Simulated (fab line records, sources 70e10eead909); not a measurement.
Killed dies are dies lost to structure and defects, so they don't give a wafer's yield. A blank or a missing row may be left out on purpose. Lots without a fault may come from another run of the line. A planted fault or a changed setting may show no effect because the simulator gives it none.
fab line records | flow nand_harc | part 2 of 2: steps 26 to 32 of 32
record lots=5 wafers=15 last_day=33
route steps=1302 shown A_CONTACT@1067
lots that met no fault: from a run of the same line without faults
start_h: hours from the record's first day to the start of the lot's first wafer shown | wait_h: hours since the lot's step before | " the same as in the row above | L1.1+2: a row that stands for several wafers | - no value, or no start given | * or withheld: withheld | < > ~ a bound
route shown NAME@n: a module of which the file shows steps, and the number in the route of the first | usual: mean/standard deviation of fault-free wafers | same: alike in all rows | chamber/n: place in a boat | sites: the reading at each site | _std_site: their standard deviation | _edge_site: outer sites' mean less inner sites' | radius_mm: how far each site lies from the wafer's centre | mask NAME#n: copy n | behind: the tool/chamber that last shaped the wafer | hold: why the lot was held/for how many hours/how that ended | device: the transistor (n, p or np) that didn't switch | end of line: the same wafers' tests at the end of the route | a step without rows: its recipe alone | killed: dies lost to structure and defects at the first sort, not the wafer's yield | map: a wafer's dies, x killed, . not, _ none there
set.NAME: the setting as run; set.NAME@STEP: as run at that earlier step | model.NAME: the simulator's own value behind a step, which no gauge read
lots at some steps of the route; a table a step, a row a wafer
services: from which hour (start_h, from the record's first day; less than 0 if before it) a tool's chamber was out of use, for how many hours, and why
## steps
# step NHARC_A_CONTACT_ETCH_92
# recipe target_depth_a=400 over_etch_frac=0.5 time_s=85.7 ion_energy_ev=120 ch3f_flow_sccm=50 o2_flow_sccm=30 ar_flow_sccm=200 rf_w=500 bias_w=100 chemistry=CH3F/O2
# usual drypump_motor_current_A=5.8/0.42 oes_product_au=0.942/0.028 rf_vpp_V=244.7/1.5 showerhead_plenum_p_Torr=2.48/0.089 throttle_valve_pct=20.663/0.009
# columns lot.wafer tool chamber start_h wait_h drypump_motor_current_A oes_product_au rf_hours_counter_h rf_vpp_V showerhead_plenum_p_Torr throttle_valve_pct
L079.2 rie_diel-03 3 551.78 0.5 6.5 0.931 14 245.9 2.54 20.668
L079.4 " 0 " " 5.3 0.918 13 243.0 2.48 20.655
L079.6 " 3 " " 6.5 0.936 - 245.0 2.54 20.651
L084.1 rie_diel-03 0 605.06 0.5 5.3 0.921 19 245.8 2.48 20.659
L084.3 " 3 " " 6.6 0.925 21 246.0 2.54 20.665
L084.5 " 0 " " 5.3 0.925 - 244.4 2.48 20.656
L087.3 rie_diel-11 1 634.50 0.4 5.7 0.922 3 243.4 2.35 20.653
L087.4 " 3 " " 5.7 0.935 3 246.3 2.52 20.648
L087.6 " 0 " " 5.3 0.929 - 248.3 2.66 20.660
L093.2 rie_diel-03 3 705.52 0.5 6.5 0.925 9 244.7 2.53 20.655
L093.4 " 0 " " 5.3 0.920 8 244.4 2.47 20.663
L093.6 " 1 " " 6.1 0.923 - 246.0 2.55 20.655
L096.1 rie_diel-04 3 753.26 0.5 5.0 1.014 9 243.7 2.37 20.651
L096.3 " 1 " " 5.7 1.005 11 243.2 2.48 20.665
L096.4 " 2 " " 6.0 0.998 10 243.1 2.47 20.659
# step NHARC_A_CONTACT_ETCH_98
# recipe target_depth_a=200 over_etch_frac=0.5 time_s=10 ion_energy_ev=250 c4f6_flow_sccm=25 o2_flow_sccm=20 ar_flow_sccm=500 rf_w=600 bias_w=500 chemistry=C4F6/O2
# usual drypump_motor_current_A=5.8/0.42 oes_product_au=0.961/0.021 rf_vpp_V=547.4/2.9 showerhead_plenum_p_Torr=3.95/0.14 throttle_valve_pct=26.903/0.0098
# columns lot.wafer tool chamber start_h wait_h drypump_motor_current_A oes_product_au rf_hours_counter_h rf_vpp_V showerhead_plenum_p_Torr throttle_valve_pct
L079.2 rie_diel-03 2 - - 5.9 0.956 14 546.0 3.83 26.920
L079.4 " 3 " " 6.5 0.945 14 548.8 4.04 26.910
L079.6 " 3 " " 6.5 0.943 - 549.0 4.04 26.900
L084.1 rie_diel-03 1 - - 6.2 0.958 21 549.9 4.07 26.887
L084.3 " 3 " " 6.5 0.935 21 549.6 4.04 26.902
L084.5 " 2 " " 5.9 0.949 - 545.7 3.82 26.910
L087.4 rie_diel-11 1 - - 5.7 0.939 3 543.0 3.76 26.873
L087.3 " 3 " " 5.7 0.934 3 548.2 4.02 26.911
L087.6 " 2 " " 5.8 0.947 - 551.7 4.19 26.898
L093.2 rie_diel-03 2 - - 5.9 0.963 9 542.4 3.81 26.903
L093.4 " 0 " " 5.3 0.943 8 546.5 3.94 26.903
L093.6 " 3 " " 6.5 0.944 - 549.0 4.03 26.903
L096.1 rie_diel-04 0 - - 5.6 1.007 10 548.2 3.98 26.891
L096.4 " 1 " " 5.7 0.990 11 548.0 3.96 26.907
L096.3 " 2 " " 6.0 0.993 10 546.8 3.94 26.906
# step NHARC_A_CONTACT_CD_MEAS_15
# usual cd_nm=190.0/0.52
# columns lot.wafer tool chamber start_h wait_h cd_nm
L079.2 cd_sem-03 - 551.99 - 190.3
L079.4 " - " " 190.2
L079.6 " - " " 190.1
L084.1 cd_sem-02 - 605.28 - 190.2
L084.3 " - " " 190.3
L084.5 " - " " 190.6
L087.3 cd_sem-02 - 634.71 - 189.6
L087.4 " - " " 189.7
L087.6 " - " " 190.0
L093.2 cd_sem-02 - 705.71 - 189.8
L093.4 " - " " 190.6
L093.6 " - " " 190.3
L096.1 cd_sem-01 - 753.48 - 190.7
L096.3 " - " " 191.1
L096.4 " - " " 190.4
# step NHARC_A_CONTACT_STRIP_107
# recipe n2_flow_sccm=150 h2_flow_sccm=150 ar_flow_sccm=0 bias_w=0 chemistry=N2/H2
# columns lot.wafer tool chamber start_h wait_h
L079.2+4+6 rie_diel-04 3,1,0 552.06 0.1
L084.1+3+5 rie_diel-03 1,2,0 605.37 0.1
L087.4+3+6 rie_diel-03 2,3,1 634.79 0.1
L093.4+2+6 rie_diel-11 1,2,2 705.78 0.1
L096.3+1+4 rie_diel-04 2,0,1 753.55 0.1
# step NHARC_A_CONTACT_STRIP_108
# recipe cf4_flow_sccm=100 chf3_flow_sccm=30 ar_flow_sccm=0 bias_w=0 chemistry=CF4/CHF3
# columns lot.wafer tool chamber start_h wait_h
L079.2+4+6 rie_diel-04 3,0,2 552.16 0.1
L084.3+1+5 rie_diel-03 0,2,0 605.45 0.1
L087.3+4+6 rie_diel-03 2,0,2 634.87 0.1
L093.2+4+6 rie_diel-11 1,3,1 705.88 0.1
L096.3+4+1 rie_diel-04 0,1,2 753.70 0.1
# step NHARC_A_CONTACT_STRIP_109
# recipe o2_flow_sccm=400 cos_flow_sccm=20 ar_flow_sccm=0 bias_w=0 chemistry=O2/COS
# columns lot.wafer tool chamber start_h wait_h
L079.4+2+6 rie_diel-04 1,0,2 552.22 0.1
L084.1+3+5 rie_diel-03 3,0,0 605.51 0.1
L087.3+4+6 rie_diel-03 0,2,0 634.94 0.1
L093.4+2+6 rie_diel-11 0,2,3 705.94 0.1
L096.3+4+1 rie_diel-04 2,3,0 754.01 0.3
# step NHARC_A_CONTACT_ETCH_110
# recipe target_depth_a=600 overetch_a=60 time_s=33 ion_energy_ev=100 cf4_flow_sccm=80 o2_flow_sccm=20 ar_flow_sccm=0 rf_w=300 bias_w=100 chemistry=CF4/O2
# usual cf4_flow_sccm=79.98/0.21 drypump_motor_current_A=5.8/0.43 oes_product_au=1.003/0.0078 rf_vpp_V=198.1/1.2 showerhead_plenum_p_Torr=1.35/0.041 throttle_valve_pct=13.399/0.0099
# columns lot.wafer tool chamber start_h wait_h cf4_flow_sccm drypump_motor_current_A oes_product_au rf_hours_counter_h rf_vpp_V showerhead_plenum_p_Torr throttle_valve_pct
L079.4 rie_diel-04 0 552.28 0.1 80.16 5.6 1.017 5 198.5 1.37 13.412
L079.2 " 1 " " 80.21 5.7 0.999 5 198.0 1.36 13.391
L079.6 " 3 " " 79.71 5.0 1.008 - 195.5 1.30 13.392
L084.3 rie_diel-03 1 605.58 0.1 79.65 6.1 0.998 21 198.0 1.39 13.413
L084.1 " 2 " " 80.09 5.9 1.009 21 196.9 1.30 13.412
L084.5 " 0 " " 80.11 5.3 0.992 - 197.7 1.34 13.394
L087.3 rie_diel-03 3 635.00 0.1 80.38 6.5 0.998 27 199.2 1.38 13.418
L087.4 " 0 " " 79.95 5.3 0.988 24 197.9 1.34 13.396
L087.6 " 2 " " 79.88 5.9 0.989 - 198.5 1.30 13.396
L093.4 rie_diel-11 3 706.00 0.1 80.17 5.7 1.005 30 198.7 1.36 13.382
L093.2 " 0 " " 80.05 5.3 1.013 24 198.0 1.44 13.383
L093.6 " 3 " " 80.12 5.7 0.993 - 201.3 1.36 13.389
L096.3 rie_diel-04 1 754.10 0.1 79.91 5.7 1.005 11 197.7 1.35 13.392
L096.1 " 3 " " 79.87 4.9 1.022 10 197.3 1.29 13.398
L096.4 " 0 " " 80.14 5.6 1.005 11 199.6 1.36 13.412
## services
# columns tool chamber start_h hours kind
litho_track-06 - 529.00 7.0 pm
har_cap_etch-01 - 531.32 0.4 repair
rie_diel-04 - 531.90 9.0 pm
har_cap_etch-01 - 536.09 5.5 repair
litho_track-04 - 553.00 7.0 pm
pecvd-02 0 555.87 21.5 repair
rie_diel-03 0 583.13 5.1 repair
pecvd-02 - 589.04 13.0 pm
pecvd-01 0 590.07 2.0 repair
rie_diel-11 1 593.13 14.8 repair
arfi_scanner-01 - 596.00 4.0 pm
arfi_scanner-01 - 601.15 6.7 repair
rie_diel-11 - 612.05 9.0 pm
rie_diel-11 3 632.52 1.7 repair
rie_diel-03 - 635.30 9.0 pm
pecvd-02 0 661.47 5.9 repair
pecvd-02 1 673.41 16.3 repair
litho_track-01 - 680.00 7.0 pm
litho_track-06 - 704.00 7.0 pm
rie_diel-04 - 708.90 9.0 pm
rie_diel-11 2 714.40 3.5 repair
rie_diel-03 0 718.40 1.2 repair
har_cap_etch-02 - 719.74 0.1 repair
litho_track-04 - 728.00 7.0 pm
